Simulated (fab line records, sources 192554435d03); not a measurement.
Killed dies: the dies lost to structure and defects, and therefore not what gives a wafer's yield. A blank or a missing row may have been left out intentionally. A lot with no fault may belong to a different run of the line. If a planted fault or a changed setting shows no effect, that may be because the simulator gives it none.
Which of the tools did it? / flow n5Finfet / 27 wafers from 9 lots sampled at 5 of the route's 1938 steps

== WHAT THE GAUGES READ, wafer by wafer ==
N5_BEOL_M4_RC_MEAS_101. Usual: DIBL_N 36.1 mV/V, standard deviation 1.6; DIBL_P 35.7 mV/V, standard deviation 1.8; IOFF_N 0.159 nA/um, standard deviation 0.027; IOFF_P 0.21 nA/um, standard deviation 0.03; ION_N 673 uA/um, standard deviation 10; ION_P 462 uA/um, standard deviation 7.4; SS_N 71.4 mV/dec, standard deviation 0.56; SS_P 73.2 mV/dec, standard deviation 0.61; VT_N 249.7 mV, standard deviation 3; VT_P -250 mV, standard deviation 3.1.
lot=L551; measured=day 9 06:56; on=prober-02; DIBL_N (mV/V)=36.3 36.4 36.9; DIBL_P (mV/V)=36.8 36.8 38.2; IOFF_N (nA/um)=0.176 0.164 0.171; IOFF_P (nA/um)=0.18 0.18 0.22; ION_N (uA/um)=673 676 683; ION_P (uA/um)=447 449 455; SS_N (mV/dec)=72.0 72.0 72.6; SS_P (mV/dec)=73.6 73.6 73.5; VT_N (mV)=248.2 250.7 250.2; VT_P (mV)=-254 -252 -252; flag=
lot=L553; measured=day 9 18:08; on=prober-01; DIBL_N (mV/V)=35.6 36.1 34.8; DIBL_P (mV/V)=34.9 36.6 35.5; IOFF_N (nA/um)=0.137 0.155 0.139; IOFF_P (nA/um)=0.18 0.22 0.20; ION_N (uA/um)=654 670 670; ION_P (uA/um)=451 462 466; SS_N (mV/dec)=71.5 70.7 70.8; SS_P (mV/dec)=72.7 72.8 73.3; VT_N (mV)=255.4 249.0 249.9; VT_P (mV)=-251 -249 -250; flag=
lot=L558; measured=day 11 04:47; on=prober-02; DIBL_N (mV/V)=36.8 35.7 36.5; DIBL_P (mV/V)=38.0 36.2 37.4; IOFF_N (nA/um)=0.164 0.139 0.158; IOFF_P (nA/um)=0.26 0.22 0.25; ION_N (uA/um)=664 675 678; ION_P (uA/um)=462 471 469; SS_N (mV/dec)=71.3 71.6 70.7; SS_P (mV/dec)=73.9 72.9 74.2; VT_N (mV)=248.3 252.3 249.6; VT_P (mV)=-246 -250 -245; flag=
lot=L559; measured=day 11 12:26; on=prober-02; DIBL_N (mV/V)=35.3 33.6 34.6; DIBL_P (mV/V)=35.3 33.2 35.1; IOFF_N (nA/um)=0.144 0.117 0.140; IOFF_P (nA/um)=0.19 0.18 0.19; ION_N (uA/um)=664 641 662; ION_P (uA/um)=458 453 454; SS_N (mV/dec)=70.8 71.1 71.1; SS_P (mV/dec)=73.9 72.3 74.0; VT_N (mV)=253.9 256.6 250.2; VT_P (mV)=-252 -251 -251; flag=
lot=L560; measured=day 11 15:17; on=prober-01; DIBL_N (mV/V)=39.8 38.1 38.0; DIBL_P (mV/V)=39.4 36.4 36.1; IOFF_N (nA/um)=0.213 0.185 0.174; IOFF_P (nA/um)=0.26 0.20 0.19; ION_N (uA/um)=686 687 683; ION_P (uA/um)=463 461 456; SS_N (mV/dec)=72.4 71.5 71.9; SS_P (mV/dec)=75.0 73.2 73.5; VT_N (mV)=248.3 247.3 248.9; VT_P (mV)=-249 -253 -253; flag=
lot=L564; measured=day 12 18:56; on=prober-02; DIBL_N (mV/V)=37.5 34.7 36.6; DIBL_P (mV/V)=34.8 31.6 34.2; IOFF_N (nA/um)=0.156 0.118 0.154; IOFF_P (nA/um)=0.19 0.15 0.19; ION_N (uA/um)=660 643 677; ION_P (uA/um)=450 447 460; SS_N (mV/dec)=71.6 71.4 70.9; SS_P (mV/dec)=73.1 72.4 73.1; VT_N (mV)=251.8 254.1 250.6; VT_P (mV)=-251 -255 -256; flag=
lot=L565; measured=day 13 17:08; on=prober-01; DIBL_N (mV/V)=34.9 35.7 36.4; DIBL_P (mV/V)=34.5 36.9 37.7; IOFF_N (nA/um)=0.122 0.148 0.163; IOFF_P (nA/um)=0.17 0.21 0.21; ION_N (uA/um)=666 683 683; ION_P (uA/um)=455 467 465; SS_N (mV/dec)=71.1 70.8 71.6; SS_P (mV/dec)=73.3 73.6 73.8; VT_N (mV)=253.6 250.6 250.1; VT_P (mV)=-252 -250 -251; flag=
lot=L567; measured=day 15 05:43; on=prober-01; DIBL_N (mV/V)=35.2 34.7 36.7; DIBL_P (mV/V)=34.8 33.7 36.9; IOFF_N (nA/um)=0.156 0.139 0.201; IOFF_P (nA/um)=0.22 0.20 0.26; ION_N (uA/um)=662 670 694; ION_P (uA/um)=460 468 482; SS_N (mV/dec)=71.1 70.9 71.0; SS_P (mV/dec)=73.1 72.1 73.1; VT_N (mV)=247.2 251.6 243.3; VT_P (mV)=-244 -245 -242; flag=
lot=L568; measured=day 14 16:55; on=prober-02; DIBL_N (mV/V)=34.9 40.0 37.2; DIBL_P (mV/V)=33.0 39.2 35.1; IOFF_N (nA/um)=0.124 0.210 0.147; IOFF_P (nA/um)=0.19 0.30 0.23; ION_N (uA/um)=667 684 675; ION_P (uA/um)=465 473 478; SS_N (mV/dec)=70.6 71.4 70.6; SS_P (mV/dec)=72.9 75.1 73.6; VT_N (mV)=250.1 246.3 249.8; VT_P (mV)=-249 -246 -248; flag=

== EACH LOT AND THE TOOL THAT RAN IT (in order: tool; ch and the chambers of the sampled wafers; start) ==
lot=L551; N5_FIN_CUT_DESCUM_13=rieDiel-05 ch 1,2,3, day 3 15:56; N5_STI_FIN_REVEAL_DENSIFY_30=rtpAnneal-01 ch 0, day 3 22:26; N5_STI_FIN_REVEAL_STRIP_24=rieDiel-03 ch 0,1,2, day 3 22:40; N5_STI_FIN_REVEAL_RECESS_09=vaporEtch-01 ch 0,1, day 3 22:53
lot=L553; N5_FIN_CUT_DESCUM_13=rieDiel-02 ch 1,2, day 4 03:59; N5_STI_FIN_REVEAL_DENSIFY_30=rtpAnneal-02 ch 0, day 4 10:29; N5_STI_FIN_REVEAL_STRIP_24=rieDiel-01 ch 1,2,3, day 4 10:53; N5_STI_FIN_REVEAL_RECESS_09=vaporEtch-01 ch 0,1, day 4 11:37
lot=L558; N5_FIN_CUT_DESCUM_13=rieDiel-04 ch 0,2,3, day 5 08:28; N5_STI_FIN_REVEAL_DENSIFY_30=rtpAnneal-01 ch 0, day 5 14:49; N5_STI_FIN_REVEAL_STRIP_24=rieDiel-03 ch 1,2,3, day 5 15:04; N5_STI_FIN_REVEAL_RECESS_09=vaporEtch-01 ch 0,1, day 5 15:17
lot=L559; N5_FIN_CUT_DESCUM_13=rieDiel-02 ch 0,1, day 5 14:08; N5_STI_FIN_REVEAL_DENSIFY_30=rtpAnneal-02 ch 0, day 5 20:32; N5_STI_FIN_REVEAL_STRIP_24=rieDiel-03 ch 0,2,3, day 5 20:47; N5_STI_FIN_REVEAL_RECESS_09=vaporEtch-01 ch 0,1, day 5 21:00
lot=L560; N5_FIN_CUT_DESCUM_13=rieDiel-05 ch 0,1,2, day 5 21:01; N5_STI_FIN_REVEAL_DENSIFY_30=rtpAnneal-01 ch 0, day 6 03:36; N5_STI_FIN_REVEAL_STRIP_24=rieDiel-03 ch 0,1, day 6 03:52; N5_STI_FIN_REVEAL_RECESS_09=vaporEtch-02 ch 0,1, day 6 04:08
lot=L564; N5_FIN_CUT_DESCUM_13=rieDiel-02 ch 1,2, day 6 21:04; N5_STI_FIN_REVEAL_DENSIFY_30=rtpAnneal-02 ch 0, day 7 03:35; N5_STI_FIN_REVEAL_STRIP_24=rieDiel-03 ch 0,1,2, day 7 03:48; N5_STI_FIN_REVEAL_RECESS_09=vaporEtch-02 ch 0,1, day 7 04:01
lot=L565; N5_FIN_CUT_DESCUM_13=rieDiel-05 ch 1,2,3, day 7 04:01; N5_STI_FIN_REVEAL_DENSIFY_30=rtpAnneal-01 ch 0, day 7 10:34; N5_STI_FIN_REVEAL_STRIP_24=rieDiel-01 ch 0,1, day 7 10:44; N5_STI_FIN_REVEAL_RECESS_09=vaporEtch-01 ch 0,1, day 7 11:29
lot=L567; N5_FIN_CUT_DESCUM_13=rieDiel-02 ch 1,2,3, day 7 15:23; N5_STI_FIN_REVEAL_DENSIFY_30=rtpAnneal-01 ch 0, day 7 21:44; N5_STI_FIN_REVEAL_STRIP_24=rieDiel-01 ch 0,1,2, day 7 21:59; N5_STI_FIN_REVEAL_RECESS_09=vaporEtch-02 ch 0,1, day 7 22:12
lot=L568; N5_FIN_CUT_DESCUM_13=rieDiel-05 ch 0,2, day 7 20:50; N5_STI_FIN_REVEAL_DENSIFY_30=rtpAnneal-02 ch 0, day 8 03:43; N5_STI_FIN_REVEAL_STRIP_24=rieDiel-06 ch 0,2,3, day 8 03:58; N5_STI_FIN_REVEAL_RECESS_09=vaporEtch-01 ch 0,1, day 8 04:11
- N5_FIN_CUT_DESCUM_13: chemistry O2, time 7 s.
- N5_STI_FIN_REVEAL_DENSIFY_30
- N5_STI_FIN_REVEAL_STRIP_24: strips in N2/H2, time 90 s.
- N5_STI_FIN_REVEAL_RECESS_09: chemistry HF/NH3, target SiO2, afs cycles 11, target depth 42.5 nm, sublimation time 60 s.

== AS READ BY THE TOOLS THEMSELVES (means over the sampled wafers that have a number; for cases with no such wafer, the mark the record gives instead) ==
N5_FIN_CUT_DESCUM_13. Usual: drypumpMotorCurrentA 5.5 A, standard deviation 0.38; o2FlowSccm 225.1 sccm, standard deviation 0.75; oesProductAu 0.78 a.u., standard deviation 0.08; rfVppV 243.5 V, standard deviation 1.4; showerheadPlenumPTorr 2.11 Torr, standard deviation 0.071; throttleValvePct 20.56 %, standard deviation 0.2.
lot=L551; tool=rieDiel-05; drypumpMotorCurrentA (A)=5.8; o2FlowSccm (sccm)=225.0; oesProductAu (a.u.)=0.80; rfVppV (V)=242.3; showerheadPlenumPTorr (Torr)=2.05; throttleValvePct (%)=20.44; flag=
lot=L553; tool=rieDiel-02; drypumpMotorCurrentA (A)=5.8; o2FlowSccm (sccm)=225.3; oesProductAu (a.u.)=0.83; rfVppV (V)=244.9; showerheadPlenumPTorr (Torr)=2.17; throttleValvePct (%)=20.48; flag=
lot=L558; tool=rieDiel-04; drypumpMotorCurrentA (A)=5.2; o2FlowSccm (sccm)=224.6; oesProductAu (a.u.)=0.71; rfVppV (V)=244.4; showerheadPlenumPTorr (Torr)=2.14; throttleValvePct (%)=20.59; flag=
lot=L559; tool=rieDiel-02; drypumpMotorCurrentA (A)=5.9; o2FlowSccm (sccm)=225.0; oesProductAu (a.u.)=0.88; rfVppV (V)=243.5; showerheadPlenumPTorr (Torr)=2.12; throttleValvePct (%)=20.58; flag=
lot=L560; tool=rieDiel-05; drypumpMotorCurrentA (A)=5.6; o2FlowSccm (sccm)=224.6; oesProductAu (a.u.)=0.75; rfVppV (V)=243.2; showerheadPlenumPTorr (Torr)=2.10; throttleValvePct (%)=20.69; flag=
lot=L564; tool=rieDiel-02; drypumpMotorCurrentA (A)=5.9; o2FlowSccm (sccm)=225.2; oesProductAu (a.u.)=0.85; rfVppV (V)=244.5; showerheadPlenumPTorr (Torr)=2.14; throttleValvePct (%)=20.57; flag=
lot=L565; tool=rieDiel-05; drypumpMotorCurrentA (A)=5.8; o2FlowSccm (sccm)=224.8; oesProductAu (a.u.)=0.78; rfVppV (V)=242.2; showerheadPlenumPTorr (Torr)=2.04; throttleValvePct (%)=20.48; flag=
lot=L567; tool=rieDiel-02; drypumpMotorCurrentA (A)=5.8; o2FlowSccm (sccm)=224.4; oesProductAu (a.u.)=0.86; rfVppV (V)=244.3; showerheadPlenumPTorr (Torr)=2.17; throttleValvePct (%)=20.43; flag=
lot=L568; tool=rieDiel-05; drypumpMotorCurrentA (A)=5.2; o2FlowSccm (sccm)=225.3; oesProductAu (a.u.)=0.70; rfVppV (V)=243.6; showerheadPlenumPTorr (Torr)=2.10; throttleValvePct (%)=20.91; flag=

N5_STI_FIN_REVEAL_DENSIFY_30. Usual: lampPowerPct 11.53 %, standard deviation 0.049; lamp_zone_1_pct 11.529 %, standard deviation 0.021; lamp_zone_2_pct 11.529 %, standard deviation 0.02.
lot=L551; tool=rtpAnneal-01; lampPowerPct (%)=11.55; lamp_zone_1_pct (%)=11.542; lamp_zone_2_pct (%)=11.531; flag=
lot=L553; tool=rtpAnneal-02; lampPowerPct (%)=11.52; lamp_zone_1_pct (%)=11.534; lamp_zone_2_pct (%)=11.527; flag=
lot=L558; tool=rtpAnneal-01; lampPowerPct (%)=11.51; lamp_zone_1_pct (%)=11.521; lamp_zone_2_pct (%)=11.517; flag=
lot=L559; tool=rtpAnneal-02; lampPowerPct (%)=11.50; lamp_zone_1_pct (%)=11.510; lamp_zone_2_pct (%)=11.507; flag=
lot=L560; tool=rtpAnneal-01; lampPowerPct (%)=11.49; lamp_zone_1_pct (%)=11.539; lamp_zone_2_pct (%)=11.528; flag=
lot=L564; tool=rtpAnneal-02; lampPowerPct (%)=11.48; lamp_zone_1_pct (%)=11.528; lamp_zone_2_pct (%)=11.529; flag=
lot=L565; tool=rtpAnneal-01; lampPowerPct (%)=11.53; lamp_zone_1_pct (%)=11.522; lamp_zone_2_pct (%)=11.527; flag=
lot=L567; tool=rtpAnneal-01; lampPowerPct (%)=11.54; lamp_zone_1_pct (%)=11.538; lamp_zone_2_pct (%)=11.540; flag=
lot=L568; tool=rtpAnneal-02; lampPowerPct (%)=11.51; lamp_zone_1_pct (%)=11.546; lamp_zone_2_pct (%)=11.537; flag=

N5_STI_FIN_REVEAL_STRIP_24. Usual: biasPowerW 3.000 W, standard deviation 0.01; chamberPressureMTorr 100.00 mTorr, standard deviation 0.1; drypumpMotorCurrentA 5.6 A, standard deviation 0.33; oesProductAu 0.79 a.u., standard deviation 0.07; rfVppV 45.3 V, standard deviation 0.89; showerheadPlenumPTorr 3.43 Torr, standard deviation 0.083; throttleValvePct 12.2 %, standard deviation 0.3.
lot=L551; tool=rieDiel-03; biasPowerW (W)=3.008; chamberPressureMTorr (mTorr)=99.94; drypumpMotorCurrentA (A)=5.8; oesProductAu (a.u.)=0.76; rfVppV (V)=45.4; showerheadPlenumPTorr (Torr)=3.40; throttleValvePct (%)=12.2; flag=
lot=L553; tool=rieDiel-01; biasPowerW (W)=2.994; chamberPressureMTorr (mTorr)=100.03; drypumpMotorCurrentA (A)=5.6; oesProductAu (a.u.)=0.81; rfVppV (V)=45.4; showerheadPlenumPTorr (Torr)=3.45; throttleValvePct (%)=12.3; flag=
lot=L558; tool=rieDiel-03; biasPowerW (W)=-; chamberPressureMTorr (mTorr)=-; drypumpMotorCurrentA (A)=-; oesProductAu (a.u.)=-; rfVppV (V)=-; showerheadPlenumPTorr (Torr)=-; throttleValvePct (%)=-; flag=OFF
lot=L559; tool=rieDiel-03; biasPowerW (W)=-; chamberPressureMTorr (mTorr)=-; drypumpMotorCurrentA (A)=-; oesProductAu (a.u.)=-; rfVppV (V)=-; showerheadPlenumPTorr (Torr)=-; throttleValvePct (%)=-; flag=OFF
lot=L560; tool=rieDiel-03; biasPowerW (W)=-; chamberPressureMTorr (mTorr)=-; drypumpMotorCurrentA (A)=-; oesProductAu (a.u.)=-; rfVppV (V)=-; showerheadPlenumPTorr (Torr)=-; throttleValvePct (%)=-; flag=OFF
lot=L564; tool=rieDiel-03; biasPowerW (W)=3.002; chamberPressureMTorr (mTorr)=100.02; drypumpMotorCurrentA (A)=5.8; oesProductAu (a.u.)=0.74; rfVppV (V)=44.7; showerheadPlenumPTorr (Torr)=3.38; throttleValvePct (%)=12.2; flag=
lot=L565; tool=rieDiel-01; biasPowerW (W)=3.000; chamberPressureMTorr (mTorr)=99.93; drypumpMotorCurrentA (A)=5.6; oesProductAu (a.u.)=0.80; rfVppV (V)=45.6; showerheadPlenumPTorr (Torr)=3.54; throttleValvePct (%)=12.2; flag=
lot=L567; tool=rieDiel-01; biasPowerW (W)=3.006; chamberPressureMTorr (mTorr)=100.01; drypumpMotorCurrentA (A)=5.7; oesProductAu (a.u.)=0.77; rfVppV (V)=45.9; showerheadPlenumPTorr (Torr)=3.53; throttleValvePct (%)=12.3; flag=
lot=L568; tool=rieDiel-06; biasPowerW (W)=3.004; chamberPressureMTorr (mTorr)=100.06; drypumpMotorCurrentA (A)=5.5; oesProductAu (a.u.)=0.79; rfVppV (V)=45.3; showerheadPlenumPTorr (Torr)=3.40; throttleValvePct (%)=12.2; flag=

N5_STI_FIN_REVEAL_RECESS_09. Usual: drypumpMotorCurrentA 5.6 A, standard deviation 0.56; forelinePTorr 0.1280 Torr, standard deviation 0.00056.
lot=L551; tool=vaporEtch-01; drypumpMotorCurrentA (A)=6.2; forelinePTorr (Torr)=0.1272; flag=
lot=L553; tool=vaporEtch-01; drypumpMotorCurrentA (A)=6.2; forelinePTorr (Torr)=0.1287; flag=
lot=L558; tool=vaporEtch-01; drypumpMotorCurrentA (A)=5.9; forelinePTorr (Torr)=0.1288; flag=
lot=L559; tool=vaporEtch-01; drypumpMotorCurrentA (A)=6.2; forelinePTorr (Torr)=0.1277; flag=
lot=L560; tool=vaporEtch-02; drypumpMotorCurrentA (A)=5.2; forelinePTorr (Torr)=0.1285; flag=
lot=L564; tool=vaporEtch-02; drypumpMotorCurrentA (A)=5.1; forelinePTorr (Torr)=0.1285; flag=
lot=L565; tool=vaporEtch-01; drypumpMotorCurrentA (A)=6.0; forelinePTorr (Torr)=0.1273; flag=
lot=L567; tool=vaporEtch-02; drypumpMotorCurrentA (A)=5.1; forelinePTorr (Torr)=0.1280; flag=
lot=L568; tool=vaporEtch-01; drypumpMotorCurrentA (A)=6.2; forelinePTorr (Torr)=0.1278; flag=

== THE ANSWER, worked out from the rows above alone ==
Rule: lot off if the mean of its wafers having a number is beyond 3 standard deviations from the usual mean. Also off: a lot with no number at a reading for which 4 or more lots have one. The other lots that the step has rows for count as sound. Order of review: gauges by route order, followed by the tools' own readings, for which a lot's mean as printed above is used. The first step at which some lot is off is used, and at that step the reading that is off furthest; a lot without a number counts as furthest.
Off at N5_STI_FIN_REVEAL_STRIP_24 (biasPowerW): L558, L559, L560. Without a number there: L558, L559, L560.
If a tool, at that step or one of the process steps before it, ran each lot that is off and ran no sound lot following the first of them, it fits. No candidate that was tried fits.

== WHAT THE SIMULATOR HAD PUT IN ==
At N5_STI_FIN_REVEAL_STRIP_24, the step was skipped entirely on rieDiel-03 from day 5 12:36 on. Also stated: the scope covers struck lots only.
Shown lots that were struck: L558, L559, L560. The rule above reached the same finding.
